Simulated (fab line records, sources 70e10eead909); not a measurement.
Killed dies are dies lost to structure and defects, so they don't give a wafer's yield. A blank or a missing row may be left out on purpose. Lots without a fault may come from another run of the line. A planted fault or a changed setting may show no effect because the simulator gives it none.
Which tool did it? | flow nand_harc | 12 lots, 36 wafers sampled, at 5 steps of a route of 1159

WHAT THE GAUGES READ, wafer by wafer
NHARC_END_SORT_01.
lot  | measured     | on        | killed_at_array | killed_at_other | killed_at_periphery | killed_dies | killed_open | killed_short
L185 | day 22 18:57 | prober-01 | 677 677 676     | 0 0 1           | 0 0 0               | 677 677 677 | 1 3 2       | 2 5 3
L186 | day 23 15:56 | prober-01 | 676 673 673     | 0 2 1           | 1 2 3               | 677 677 677 | 2 5 3       | 0 1 4

WHICH TOOL RAN EACH LOT (tool, then ch and the chambers of the sampled wafers, then the start)
lot  | NHARC_A_STAIRCASE_TRIM_200                    | NHARC_A_STAIRCASE_ETCH_223                    | NHARC_A_STAIRCASE_TRIM_229         | NHARC_A_STAIRCASE_ETCH_236
L172 | rie_diel-10 ch 1,2, day 11 20:10 or earlier   | rie_diel-10 ch 1,2, day 11 20:10 or earlier   | rie_diel-11 ch 0,1, day 11 20:10   | rie_diel-11 ch 1,2,3, day 11 21:03
L173 | rie_diel-10 ch 2,3, day 12 03:34 or earlier   | rie_diel-11 ch 1,2,3, day 12 03:34 or earlier | rie_diel-11 ch 0,2,3, day 12 03:34 | rie_diel-11 ch 1,2,3, day 12 05:02
L174 | rie_diel-13 ch 2,3, day 12 12:57 or earlier   | rie_diel-11 ch 0,1, day 12 12:57 or earlier   | rie_diel-10 ch 1,2,3, day 12 12:57 | rie_diel-10 ch 0,3, day 12 13:49
L175 | rie_diel-11 ch 0,1,3, day 12 15:09 or earlier | rie_diel-11 ch 0,3, day 12 15:09 or earlier   | rie_diel-10 ch 0,1,2, day 12 15:09 | rie_diel-10 ch 1,3, day 12 16:44
L178 | rie_diel-11 ch 0,2,3, day 13 02:58 or earlier | rie_diel-11 ch 0,1,2, day 13 02:58 or earlier | rie_diel-11 ch 0,2,3, day 13 02:58 | rie_diel-11 ch 0,2,3, day 13 03:56
L176 | rie_diel-13 ch 1,2,3, day 13 05:47 or earlier | rie_diel-11 ch 1,2,3, day 13 05:47 or earlier | rie_diel-11 ch 1,2, day 13 05:47   | rie_diel-11 ch 0,2,3, day 13 06:46
L179 | rie_diel-10 ch 0,1,2, day 13 15:30 or earlier | rie_diel-10 ch 0,1,2, day 13 15:30 or earlier | rie_diel-11 ch 0,2,3, day 13 15:30 | rie_diel-11 ch 1,2,3, day 13 16:23
L181 | rie_diel-13 ch 1,3, day 14 13:19 or earlier   | rie_diel-11 ch 0,2, day 14 13:19 or earlier   | rie_diel-13 ch 1,2,3, day 14 13:19 | rie_diel-13 ch 0,3, day 14 14:18
L185 | rie_diel-10 ch 0,1,3, day 14 23:14 or earlier | rie_diel-10 ch 0,2, day 14 23:14 or earlier   | rie_diel-11 ch 1,2,3, day 14 23:14 | rie_diel-11 ch 0,1,2, day 15 00:58
L187 | rie_diel-10 ch 0,1, day 15 13:27 or earlier   | rie_diel-13 ch 0,2,3, day 15 13:27 or earlier | rie_diel-13 ch 1,2, day 15 13:27   | rie_diel-13 ch 0,1,3, day 15 14:35
L186 | rie_diel-13 ch 0,1, day 15 15:01 or earlier   | rie_diel-11 ch 0,3, day 15 15:01 or earlier   | rie_diel-11 ch 0,3, day 15 15:01   | rie_diel-11 ch 1,2, day 15 15:53
L191 | rie_diel-13 ch 0,2,3, day 17 02:07 or earlier | rie_diel-11 ch 0,1,3, day 17 02:07 or earlier | rie_diel-10 ch 0,1,2, day 17 02:07 | rie_diel-10 ch 0,1,3, day 17 03:53
- NHARC_A_STAIRCASE_TRIM_200: chemistry O2, time 211.2 s.
- NHARC_A_STAIRCASE_ETCH_223: etches the open film in C4F8/O2, target depth 100 nm, time 40.5 s.
- NHARC_A_STAIRCASE_TRIM_229: chemistry O2, time 211.2 s.
- NHARC_A_STAIRCASE_ETCH_236: etches the open film in C4F8/O2, target depth 100 nm, time 40.5 s.

WHAT THE TOOLS THEMSELVES READ (means of the sampled wafers that have a number; where no wafer has one, the mark that the record gives instead)
NHARC_A_STAIRCASE_TRIM_200.
lot  | tool        | drypump_motor_current_A (A) | oes_product_au (a.u.) | rf_vpp_V (V) | showerhead_plenum_p_Torr (Torr) | throttle_valve_pct (%)
L172 | rie_diel-10 | 5.8                         | 1.006                 | 57.7         | 3.38                            | 17.034
L173 | rie_diel-10 | 5.7                         | 1.006                 | 57.6         | 3.49                            | 17.031
L174 | rie_diel-13 | 5.3                         | 1.012                 | 57.1         | 3.57                            | 17.050
L175 | rie_diel-11 | 5.7                         | 0.987                 | 57.7         | 3.46                            | 17.034
L178 | rie_diel-11 | 6.2                         | 1.004                 | 58.2         | 3.54                            | 17.040
L176 | rie_diel-13 | 5.3                         | 0.999                 | 57.5         | 3.49                            | 17.038
L179 | rie_diel-10 | 6.0                         | 0.994                 | 57.8         | 3.47                            | 17.038
L181 | rie_diel-13 | 5.2                         | 1.009                 | 57.1         | 3.36                            | 17.031
L185 | rie_diel-10 | 6.2                         | 1.003                 | 58.2         | 3.53                            | 17.034
L187 | rie_diel-10 | 6.3                         | 1.002                 | 58.4         | 3.74                            | 17.040
L186 | rie_diel-13 | 5.4                         | 1.008                 | 59.1         | 3.67                            | 17.034
L191 | rie_diel-13 | 5.2                         | 1.005                 | 58.5         | 3.59                            | 17.028

NHARC_A_STAIRCASE_ETCH_223.
lot  | tool        | oes_product_au (a.u.) | rf_vpp_V (V)
L172 | rie_diel-10 | 0.945                 | 888
L173 | rie_diel-11 | 0.932                 | 894
L174 | rie_diel-11 | 0.908                 | 892
L175 | rie_diel-11 | 0.939                 | 896
L178 | rie_diel-11 | 0.929                 | 895
L176 | rie_diel-11 | 0.943                 | 893
L179 | rie_diel-10 | 0.947                 | 893
L181 | rie_diel-11 | 0.947                 | 897
L185 | rie_diel-10 | 0.955                 | 899
L187 | rie_diel-13 | 0.959                 | 899
L186 | rie_diel-11 | 0.940                 | 895
L191 | rie_diel-11 | 0.939                 | 893

NHARC_A_STAIRCASE_TRIM_229.
lot  | tool        | drypump_motor_current_A (A) | oes_product_au (a.u.) | rf_vpp_V (V) | showerhead_plenum_p_Torr (Torr) | throttle_valve_pct (%)
L172 | rie_diel-11 | 5.8                         | 0.986                 | 57.1         | 3.49                            | 17.037
L173 | rie_diel-11 | 6.2                         | 1.005                 | 56.9         | 3.55                            | 17.043
L174 | rie_diel-10 | 6.0                         | 1.001                 | 57.4         | 3.44                            | 17.034
L175 | rie_diel-10 | 6.1                         | 1.009                 | 58.1         | 3.47                            | 17.034
L178 | rie_diel-11 | 6.2                         | 0.995                 | 57.1         | 3.54                            | 17.032
L176 | rie_diel-11 | 6.1                         | 0.982                 | 57.5         | 3.49                            | 17.035
L179 | rie_diel-11 | 6.2                         | 0.992                 | 58.0         | 3.54                            | 17.028
L181 | rie_diel-13 | 5.3                         | 1.004                 | 57.9         | 3.48                            | 17.035
L185 | rie_diel-11 | 5.9                         | 0.996                 | 57.8         | 3.45                            | 17.033
L187 | rie_diel-13 | 5.5                         | 0.994                 | 57.6         | 3.50                            | 17.039
L186 | rie_diel-11 | 6.0                         | 1.008                 | 57.6         | 3.50                            | 17.037
L191 | rie_diel-10 | 6.0                         | 1.001                 | 58.7         | 3.64                            | 17.033

NHARC_A_STAIRCASE_ETCH_236.
lot  | tool        | oes_product_au (a.u.) | rf_vpp_V (V)
L172 | rie_diel-11 | 0.923                 | 894
L173 | rie_diel-11 | 0.926                 | 894
L174 | rie_diel-10 | 0.931                 | 902
L175 | rie_diel-10 | 0.945                 | 891
L178 | rie_diel-11 | 0.941                 | 897
L176 | rie_diel-11 | 0.935                 | 897
L179 | rie_diel-11 | 0.936                 | 893
L181 | rie_diel-13 | 0.971                 | 901
L185 | rie_diel-11 | 0.747                 | 894
L187 | rie_diel-13 | 0.952                 | 895
L186 | rie_diel-11 | 0.754                 | 894
L191 | rie_diel-10 | 0.965                 | 903

THE ANSWER, worked out from the rows above alone
Rule: what is usual is taken from the lots themselves. Put in order of their means at a reading, lots are off if they are a third of the lots or fewer, leave a main group of 4 or more, and stand apart from it by a gap of 3 or more times the standard deviation of the main group's means; of several such gaps the widest counts. A main group whose means are all the same, to the digits that the tables above print for the reading, isn't used. A lot without any number at a reading at which 4 lots or more have one is off too. The other lots that the step has rows for count as sound. The gauges are gone through in route order, then the tools' own readings, and for those a lot's mean is taken as printed above. The first step at which some lot is off is used, and at that step the reading that is off furthest; a lot without a number counts as furthest.
Off: L185, L186, at NHARC_A_STAIRCASE_ETCH_236 (oes_product_au). The main group: mean 0.943 a.u., standard deviation 0.015.
A tool fits if, at that step or a process step before it, it ran every lot that is off, and no sound lot after the first of them. NHARC_A_STAIRCASE_TRIM_200 gives no start for some lots, so the hours and the order of its lots are those of NHARC_A_STAIRCASE_TRIM_229. NHARC_A_STAIRCASE_ETCH_223 gives no start for some lots, so the hours and the order of its lots are those of NHARC_A_STAIRCASE_TRIM_229. One fits: rie_diel-11 at NHARC_A_STAIRCASE_TRIM_229 and NHARC_A_STAIRCASE_ETCH_236. At NHARC_A_STAIRCASE_TRIM_229 its last sound lot is L179 (day 13 15:30), its first lot that is off L185 (day 14 23:14): a fault that began between those two fits.

WHAT THE SIMULATOR HAD PUT IN
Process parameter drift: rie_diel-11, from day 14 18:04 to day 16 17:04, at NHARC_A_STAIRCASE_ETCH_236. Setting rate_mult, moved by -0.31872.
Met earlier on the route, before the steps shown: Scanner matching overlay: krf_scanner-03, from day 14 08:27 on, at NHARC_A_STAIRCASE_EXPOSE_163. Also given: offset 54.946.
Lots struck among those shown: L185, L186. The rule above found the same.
